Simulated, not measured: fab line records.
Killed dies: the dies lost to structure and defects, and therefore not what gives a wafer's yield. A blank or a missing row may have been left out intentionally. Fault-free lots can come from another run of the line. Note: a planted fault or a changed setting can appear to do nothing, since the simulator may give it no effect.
Which of the tools did it? / flow nand harc / 12 lots with 35 wafers sampled at 6 steps, on a route of 1302 steps

== WHAT THE GAUGES SHOWED, per wafer ==
NHARC_A_M1_CD_MEAS_09 targets a cd of 120 nm. Usual: cd nm at 120.3 nm, with a standard deviation of 0.67.
lot=L828; measured=day 23 20:30; on=cd sem-03; cd nm (nm)=120.2 120.0 120.3; flag=
lot=L830; measured=day 25 00:34; on=cd sem-02; cd nm (nm)=119.7 118.8 118.9; flag=
lot=L833; measured=day 26 04:44; on=cd sem-03; cd nm (nm)=119.5 120.2 120.8; flag=
lot=L832; measured=day 26 17:58; on=cd sem-02; cd nm (nm)=120.2 120.8 121.6; flag=
lot=L834; measured=day 26 19:33; on=cd sem-01; cd nm (nm)=120.9 120.4 119.5; flag=
lot=L839; measured=day 28 14:30; on=cd sem-03; cd nm (nm)=123.5 120.0; flag=
lot=L841; measured=day 29 10:32; on=cd sem-01; cd nm (nm)=119.2 123.3 120.2; flag=
lot=L844; measured=day 30 16:11; on=cd sem-01; cd nm (nm)=119.3 120.5 120.6; flag=
lot=L845; measured=day 31 00:04; on=cd sem-02; cd nm (nm)=120.0 120.5 121.5; flag=
lot=L848; measured=day 31 17:59; on=cd sem-02; cd nm (nm)=120.2 121.5 119.6; flag=
lot=L847; measured=day 31 20:18; on=cd sem-03; cd nm (nm)=121.7 120.2 120.3; flag=
lot=L846; measured=day 31 21:57; on=cd sem-02; cd nm (nm)=119.7 121.8 120.0; flag=

NHARC_END_SORT_01. Usual: defect limited yield 92.4 %, standard deviation 2.2; killed at array 46, standard deviation 15; killed at other 1.0, standard deviation 1.3; killed at periphery 4, standard deviation 3; killed dies 51, standard deviation 15; killed open 3.2, standard deviation 1.8; killed short 2.5, standard deviation 1.5; sort_bin_2_pct 2.7 %, standard deviation 1.1; sort_bin_3_pct 0.6 %, standard deviation 0.34; sort_bin_4_pct 4.3 %, standard deviation 1.3; sort n pass 626, standard deviation 15; sort rim yield pct 89 %, standard deviation 4.4; sort yield pct 92.4 %, standard deviation 2.2.
lot=L828; measured=day 26 08:45; on=prober-01; defect limited yield (%)=93.4 93.2 93.9; killed at array=40 35 37; killed at other=0 0 1; killed at periphery=5 11 3; killed dies=45 46 41; killed open=2 4 0; killed short=4 4 1; sort_bin_2_pct (%)=1.8 3.2 2.7; sort_bin_3_pct (%)=0.3 0.3 0.4; sort_bin_4_pct (%)=4.6 3.2 3.0; sort n pass=632 631 636; sort rim yield pct (%)=88 86 88; sort yield pct (%)=93.4 93.2 93.9; flag=
lot=L830; measured=day 26 20:06; on=prober-02; defect limited yield (%)=93.8 92.2 94.4; killed at array=40 50 35; killed at other=0 1 0; killed at periphery=2 2 3; killed dies=42 53 38; killed open=5 2 3; killed short=1 7 1; sort_bin_2_pct (%)=2.2 1.6 1.8; sort_bin_3_pct (%)=1.2 0.7 0.3; sort_bin_4_pct (%)=2.8 5.5 3.5; sort n pass=635 624 639; sort rim yield pct (%)=90 93 89; sort yield pct (%)=93.8 92.2 94.4; flag=
lot=L833; measured=day 27 14:19; on=prober-01; defect limited yield (%)=92.6 93.6 92.5; killed at array=47 43 47; killed at other=2 0 2; killed at periphery=1 0 2; killed dies=50 43 51; killed open=2 2 6; killed short=3 3 2; sort_bin_2_pct (%)=2.8 1.6 3.0; sort_bin_3_pct (%)=0.3 0.4 0.3; sort_bin_4_pct (%)=4.3 4.3 4.3; sort n pass=627 634 626; sort rim yield pct (%)=96 85 89; sort yield pct (%)=92.6 93.6 92.5; flag=
lot=L832; measured=day 28 06:41; on=prober-02; defect limited yield (%)=93.1 94.7 92.5; killed at array=39 30 49; killed at other=3 3 2; killed at periphery=5 3 0; killed dies=47 36 51; killed open=5 3 5; killed short=3 0 1; sort_bin_2_pct (%)=2.8 1.8 1.8; sort_bin_3_pct (%)=0.7 0.7 0.3; sort_bin_4_pct (%)=3.4 2.8 5.5; sort n pass=630 641 626; sort rim yield pct (%)=87 90 86; sort yield pct (%)=93.1 94.7 92.5; flag=
lot=L834; measured=day 28 07:32; on=prober-01; defect limited yield (%)=85.8 90.5 88.3; killed at array=85 57 73; killed at other=1 1 3; killed at periphery=10 6 3; killed dies=96 64 79; killed open=3 3 2; killed short=4 4 1; sort_bin_2_pct (%)=5.5 3.4 4.9; sort_bin_3_pct (%)=1.6 0.6 0.9; sort_bin_4_pct (%)=7.1 5.5 5.9; sort n pass=581 613 598; sort rim yield pct (%)=87 85 92; sort yield pct (%)=85.8 90.5 88.3; flag=
lot=L841; measured=day 30 22:49; on=prober-02; defect limited yield (%)=93.5 94.8 94.8; killed at array=34 33 28; killed at other=0 0 0; killed at periphery=10 2 7; killed dies=44 35 35; killed open=4 1 2; killed short=3 2 1; sort_bin_2_pct (%)=1.8 1.2 1.6; sort_bin_3_pct (%)=0.6 0.3 0; sort_bin_4_pct (%)=4.1 3.7 3.5; sort n pass=633 642 642; sort rim yield pct (%)=93 95 99; sort yield pct (%)=93.5 94.8 94.8; flag=
lot=L844; measured=day 32 04:20; on=prober-02; defect limited yield (%)=89.8 93.6 93.4; killed at array=66 43 44; killed at other=0 0 0; killed at periphery=3 0 1; killed dies=69 43 45; killed open=7 3 1; killed short=2 0 1; sort_bin_2_pct (%)=2.8 2.2 1.5; sort_bin_3_pct (%)=0.7 0.4 0.7; sort_bin_4_pct (%)=6.6 3.7 4.4; sort n pass=608 634 632; sort rim yield pct (%)=92 86 86; sort yield pct (%)=89.8 93.6 93.4; flag=
lot=L845; measured=day 32 18:22; on=prober-01; defect limited yield (%)=96.2 94.7 93.8; killed at array=22 32 36; killed at other=0 0 1; killed at periphery=4 4 5; killed dies=26 36 42; killed open=2 5 3; killed short=5 2 2; sort_bin_2_pct (%)=1.0 1.5 2.7; sort_bin_3_pct (%)=0.3 0.3 0; sort_bin_4_pct (%)=2.5 3.5 3.5; sort n pass=651 641 635; sort rim yield pct (%)=95 94 89; sort yield pct (%)=96.2 94.7 93.8; flag=
lot=L848; measured=day 33 17:59; on=prober-02; defect limited yield (%)=92.8 92.3 92.5; killed at array=46 49 50; killed at other=1 0 0; killed at periphery=2 3 1; killed dies=49 52 51; killed open=5 4 7; killed short=1 3 2; sort_bin_2_pct (%)=2.7 3.5 3.7; sort_bin_3_pct (%)=0.1 0.4 0.4; sort_bin_4_pct (%)=4.4 3.7 3.4; sort n pass=628 625 626; sort rim yield pct (%)=87 92 87; sort yield pct (%)=92.8 92.3 92.5; flag=
lot=L847; measured=day 34 01:43; on=prober-01; defect limited yield (%)=90.8 89.8 91.6; killed at array=57 67 55; killed at other=1 0 1; killed at periphery=4 2 1; killed dies=62 69 57; killed open=4 7 1; killed short=2 0 1; sort_bin_2_pct (%)=3.2 4.4 2.8; sort_bin_3_pct (%)=0.9 0.3 1.8; sort_bin_4_pct (%)=5.0 5.5 3.8; sort n pass=615 608 620; sort rim yield pct (%)=87 84 84; sort yield pct (%)=90.8 89.8 91.6; flag=
lot=L846; measured=day 33 18:46; on=prober-01; defect limited yield (%)=96.0 96.3 96.2; killed at array=20 15 22; killed at other=1 2 2; killed at periphery=6 8 2; killed dies=27 25 26; killed open=2 3 2; killed short=3 3 3; sort_bin_2_pct (%)=1.3 0.7 1.8; sort_bin_3_pct (%)=0 0.1 0.3; sort_bin_4_pct (%)=2.7 2.8 1.8; sort n pass=650 652 651; sort rim yield pct (%)=93 93 96; sort yield pct (%)=96.0 96.3 96.2; flag=

== EACH LOT AND THE TOOL THAT RAN IT (in order: tool; ch and the chambers of the sampled wafers; start) ==
lot=L828; NHARC_A_M1_PEB_07=litho track-04 ch 0, day 23 20:25; NHARC_A_M1_STRIP_18=rie diel-12 ch 0,1,2, day 23 21:05; NHARC_A_M1_ETCH_28=rie diel-12 ch 1,3, day 26 08:45 or earlier; NHARC_A_M1_PRE_CLEAN_30=pvd sputter-01, day 26 08:45 or earlier
lot=L830; NHARC_A_M1_PEB_07=litho track-04 ch 0, day 25 00:29; NHARC_A_M1_STRIP_18=rie diel-12 ch 0,1,2, day 25 01:11; NHARC_A_M1_ETCH_28=rie diel-12 ch 0,1, day 26 20:06 or earlier; NHARC_A_M1_PRE_CLEAN_30=pvd sputter-02, day 26 20:06 or earlier
lot=L833; NHARC_A_M1_PEB_07=litho track-06 ch 0, day 26 04:40; NHARC_A_M1_STRIP_18=rie diel-05 ch 1,3, day 26 05:18; NHARC_A_M1_ETCH_28=rie diel-05 ch 0,3, day 27 14:19 or earlier; NHARC_A_M1_PRE_CLEAN_30=pvd sputter-02, day 27 14:19 or earlier
lot=L832; NHARC_A_M1_PEB_07=litho track-06 ch 0, day 26 17:53; NHARC_A_M1_STRIP_18=rie diel-05 ch 0,1,3, day 26 18:32; NHARC_A_M1_ETCH_28=rie diel-05 ch 0,2, day 28 06:41 or earlier; NHARC_A_M1_PRE_CLEAN_30=pvd sputter-03, day 28 06:41 or earlier
lot=L834; NHARC_A_M1_PEB_07=litho track-01 ch 0, day 26 19:28; NHARC_A_M1_STRIP_18=rie diel-05 ch 0,2,3, day 26 20:07; NHARC_A_M1_ETCH_28=rie diel-05 ch 0,1,3, day 28 07:32 or earlier; NHARC_A_M1_PRE_CLEAN_30=pvd sputter-02, day 28 07:32 or earlier
lot=L839; NHARC_A_M1_PEB_07=litho track-04 ch 0, day 28 14:25; NHARC_A_M1_STRIP_18=rie diel-05 ch 0, day 28 15:04; NHARC_A_M1_ETCH_28=rie diel-05 ch 2, no start; NHARC_A_M1_PRE_CLEAN_30=pvd sputter-02, no start
lot=L841; NHARC_A_M1_PEB_07=litho track-04 ch 0, day 29 10:28; NHARC_A_M1_STRIP_18=rie diel-12 ch 0,2, day 29 11:06; NHARC_A_M1_ETCH_28=rie diel-12 ch 1,2,3, day 30 22:49 or earlier; NHARC_A_M1_PRE_CLEAN_30=pvd sputter-02, day 30 22:49 or earlier
lot=L844; NHARC_A_M1_PEB_07=litho track-01 ch 0, day 30 16:07; NHARC_A_M1_STRIP_18=rie diel-05 ch 0,2,3, day 30 16:45; NHARC_A_M1_ETCH_28=rie diel-05 ch 1,2, day 32 04:20 or earlier; NHARC_A_M1_PRE_CLEAN_30=pvd sputter-01, day 32 04:20 or earlier
lot=L845; NHARC_A_M1_PEB_07=litho track-01 ch 0, day 30 23:59; NHARC_A_M1_STRIP_18=rie diel-05 ch 1,2,3, day 31 00:40; NHARC_A_M1_ETCH_28=rie diel-05 ch 1,2,3, day 32 18:22 or earlier; NHARC_A_M1_PRE_CLEAN_30=pvd sputter-01, day 32 18:22 or earlier
lot=L848; NHARC_A_M1_PEB_07=litho track-06 ch 0, day 31 17:55; NHARC_A_M1_STRIP_18=rie diel-10 ch 0,1,3, day 31 18:33; NHARC_A_M1_ETCH_28=rie diel-10 ch 0,2,3, day 33 17:59 or earlier; NHARC_A_M1_PRE_CLEAN_30=pvd sputter-02, day 33 17:59 or earlier
lot=L847; NHARC_A_M1_PEB_07=litho track-04 ch 0, day 31 20:13; NHARC_A_M1_STRIP_18=rie diel-10 ch 1,3, day 31 20:54; NHARC_A_M1_ETCH_28=rie diel-10 ch 1,3, day 34 01:43 or earlier; NHARC_A_M1_PRE_CLEAN_30=pvd sputter-02, day 34 01:43 or earlier
lot=L846; NHARC_A_M1_PEB_07=litho track-01 ch 0, day 31 21:52; NHARC_A_M1_STRIP_18=rie diel-05 ch 0,3, day 31 22:33; NHARC_A_M1_ETCH_28=rie diel-05 ch 0,1, day 33 18:46 or earlier; NHARC_A_M1_PRE_CLEAN_30=pvd sputter-02, day 33 18:46 or earlier
- NHARC_A_M1_PEB_07: peb time 65 s.
- NHARC_A_M1_STRIP_18: strips in N2/H2.
- NHARC_A_M1_ETCH_28: etches the open film in CF4/N2, target depth 30 nm, time 72.99 s.
- NHARC_A_M1_PRE_CLEAN_30: time 30 s.

== WHAT THE TOOLS THEMSELVES READ (means of the sampled wafers that have a number; where no wafer has one, the mark that the record gives instead) ==
NHARC_A_M1_STRIP_18. Usual: drypump motor current A 6.0 A, standard deviation 0.3; oes product au 1.003 a.u., standard deviation 0.014; rf fwd power W 997 W, standard deviation 3.2; rf vpp V 90.7 V, standard deviation 1; showerhead plenum p Torr 2.03 Torr, standard deviation 0.093; throttle valve pct 14.171 %, standard deviation 0.0093.
lot=L828; tool=rie diel-12; drypump motor current A (A)=5.9; oes product au (a.u.)=0.998; rf fwd power W (W)=998; rf vpp V (V)=90.6; showerhead plenum p Torr (Torr)=2.09; throttle valve pct (%)=14.178; flag=
lot=L830; tool=rie diel-12; drypump motor current A (A)=5.9; oes product au (a.u.)=0.999; rf fwd power W (W)=996; rf vpp V (V)=90.7; showerhead plenum p Torr (Torr)=2.09; throttle valve pct (%)=14.169; flag=
lot=L833; tool=rie diel-05; drypump motor current A (A)=6.1; oes product au (a.u.)=1.022; rf fwd power W (W)=995; rf vpp V (V)=91.3; showerhead plenum p Torr (Torr)=2.12; throttle valve pct (%)=14.166; flag=
lot=L832; tool=rie diel-05; drypump motor current A (A)=6.1; oes product au (a.u.)=1.016; rf fwd power W (W)=998; rf vpp V (V)=91.5; showerhead plenum p Torr (Torr)=2.10; throttle valve pct (%)=14.178; flag=
lot=L834; tool=rie diel-05; drypump motor current A (A)=5.9; oes product au (a.u.)=1.018; rf fwd power W (W)=998; rf vpp V (V)=91.0; showerhead plenum p Torr (Torr)=2.06; throttle valve pct (%)=14.182; flag=
lot=L839; tool=rie diel-05; drypump motor current A (A)=6.0; oes product au (a.u.)=0.998; rf fwd power W (W)=998; rf vpp V (V)=91.8; showerhead plenum p Torr (Torr)=2.09; throttle valve pct (%)=14.175; flag=
lot=L841; tool=rie diel-12; drypump motor current A (A)=5.9; oes product au (a.u.)=0.987; rf fwd power W (W)=999; rf vpp V (V)=90.5; showerhead plenum p Torr (Torr)=2.03; throttle valve pct (%)=14.167; flag=
lot=L844; tool=rie diel-05; drypump motor current A (A)=5.9; oes product au (a.u.)=1.010; rf fwd power W (W)=1000; rf vpp V (V)=90.7; showerhead plenum p Torr (Torr)=2.06; throttle valve pct (%)=14.172; flag=
lot=L845; tool=rie diel-05; drypump motor current A (A)=5.9; oes product au (a.u.)=1.005; rf fwd power W (W)=998; rf vpp V (V)=90.5; showerhead plenum p Torr (Torr)=2.07; throttle valve pct (%)=14.169; flag=
lot=L848; tool=rie diel-10; drypump motor current A (A)=6.2; oes product au (a.u.)=1.000; rf fwd power W (W)=1000; rf vpp V (V)=90.1; showerhead plenum p Torr (Torr)=1.92; throttle valve pct (%)=14.175; flag=
lot=L847; tool=rie diel-10; drypump motor current A (A)=6.2; oes product au (a.u.)=0.985; rf fwd power W (W)=994; rf vpp V (V)=88.7; showerhead plenum p Torr (Torr)=1.89; throttle valve pct (%)=14.166; flag=
lot=L846; tool=rie diel-05; drypump motor current A (A)=6.1; oes product au (a.u.)=1.013; rf fwd power W (W)=996; rf vpp V (V)=90.5; showerhead plenum p Torr (Torr)=2.08; throttle valve pct (%)=14.173; flag=

NHARC_A_M1_ETCH_28. Usual: drypump motor current A 6.0 A, standard deviation 0.3; oes product au 1.005 a.u., standard deviation 0.013; rf fwd power W 297.6 W, standard deviation 1; rf vpp V 314.1 V, standard deviation 2; showerhead plenum p Torr 2.62 Torr, standard deviation 0.11; throttle valve pct 19.794 %, standard deviation 0.0095.
lot=L828; tool=rie diel-12; drypump motor current A (A)=5.7; oes product au (a.u.)=0.992; rf fwd power W (W)=297.7; rf vpp V (V)=315.7; showerhead plenum p Torr (Torr)=2.74; throttle valve pct (%)=19.789; flag=
lot=L830; tool=rie diel-12; drypump motor current A (A)=5.9; oes product au (a.u.)=0.985; rf fwd power W (W)=298.9; rf vpp V (V)=314.3; showerhead plenum p Torr (Torr)=2.63; throttle valve pct (%)=19.793; flag=
lot=L833; tool=rie diel-05; drypump motor current A (A)=6.3; oes product au (a.u.)=1.020; rf fwd power W (W)=298.4; rf vpp V (V)=315.7; showerhead plenum p Torr (Torr)=2.67; throttle valve pct (%)=19.788; flag=
lot=L832; tool=rie diel-05; drypump motor current A (A)=5.6; oes product au (a.u.)=1.019; rf fwd power W (W)=297.0; rf vpp V (V)=314.4; showerhead plenum p Torr (Torr)=2.63; throttle valve pct (%)=19.791; flag=
lot=L834; tool=rie diel-05; drypump motor current A (A)=6.1; oes product au (a.u.)=1.018; rf fwd power W (W)=298.3; rf vpp V (V)=314.7; showerhead plenum p Torr (Torr)=2.69; throttle valve pct (%)=19.792; flag=
lot=L839; tool=rie diel-05; drypump motor current A (A)=5.4; oes product au (a.u.)=1.020; rf fwd power W (W)=296.4; rf vpp V (V)=312.6; showerhead plenum p Torr (Torr)=2.60; throttle valve pct (%)=19.800; flag=
lot=L841; tool=rie diel-12; drypump motor current A (A)=5.8; oes product au (a.u.)=1.006; rf fwd power W (W)=297.8; rf vpp V (V)=315.7; showerhead plenum p Torr (Torr)=2.73; throttle valve pct (%)=19.792; flag=
lot=L844; tool=rie diel-05; drypump motor current A (A)=5.7; oes product au (a.u.)=1.005; rf fwd power W (W)=297.2; rf vpp V (V)=314.0; showerhead plenum p Torr (Torr)=2.69; throttle valve pct (%)=19.788; flag=
lot=L845; tool=rie diel-05; drypump motor current A (A)=5.9; oes product au (a.u.)=1.010; rf fwd power W (W)=298.0; rf vpp V (V)=314.5; showerhead plenum p Torr (Torr)=2.66; throttle valve pct (%)=19.788; flag=
lot=L848; tool=rie diel-10; drypump motor current A (A)=6.0; oes product au (a.u.)=1.006; rf fwd power W (W)=297.6; rf vpp V (V)=312.0; showerhead plenum p Torr (Torr)=2.49; throttle valve pct (%)=19.803; flag=
lot=L847; tool=rie diel-10; drypump motor current A (A)=6.3; oes product au (a.u.)=0.990; rf fwd power W (W)=298.5; rf vpp V (V)=311.5; showerhead plenum p Torr (Torr)=2.44; throttle valve pct (%)=19.793; flag=
lot=L846; tool=rie diel-05; drypump motor current A (A)=6.0; oes product au (a.u.)=1.005; rf fwd power W (W)=298.4; rf vpp V (V)=316.2; showerhead plenum p Torr (Torr)=2.72; throttle valve pct (%)=19.790; flag=

NHARC_A_M1_PRE_CLEAN_30. Usual: heater power w at 405 W, with a standard deviation of 25.
lot=L828; tool=pvd sputter-01; heater power w (W)=393; flag=
lot=L830; tool=pvd sputter-02; heater power w (W)=388; flag=
lot=L833; tool=pvd sputter-02; heater power w (W)=412; flag=
lot=L832; tool=pvd sputter-03; heater power w (W)=418; flag=
lot=L834; tool=pvd sputter-02; heater power w (W)=408; flag=
lot=L839; tool=pvd sputter-02; heater power w (W)=388; flag=
lot=L841; tool=pvd sputter-02; heater power w (W)=390; flag=
lot=L844; tool=pvd sputter-01; heater power w (W)=419; flag=
lot=L845; tool=pvd sputter-01; heater power w (W)=422; flag=
lot=L848; tool=pvd sputter-02; heater power w (W)=396; flag=
lot=L847; tool=pvd sputter-02; heater power w (W)=386; flag=
lot=L846; tool=pvd sputter-02; heater power w (W)=389; flag=

== THE ANSWER, worked out from the rows above alone ==
Rule: take the mean of a lot's wafers that have a number; if it is more than 3 standard deviations from the usual mean, the lot is off. A lot without any number at a reading at which 4 lots or more have one is off too. Where the step has rows for the other lots, those lots are counted as sound. Order of review: gauges by route order, followed by the tools' own readings, for which a lot's mean as printed above is used. At the first step where some lot is off, the reading lying furthest off is the one used; lots without a number count as furthest.
None of the lots is off at any reading shown; this tells nothing.

== WHAT THE SIMULATOR HAD INSERTED ==
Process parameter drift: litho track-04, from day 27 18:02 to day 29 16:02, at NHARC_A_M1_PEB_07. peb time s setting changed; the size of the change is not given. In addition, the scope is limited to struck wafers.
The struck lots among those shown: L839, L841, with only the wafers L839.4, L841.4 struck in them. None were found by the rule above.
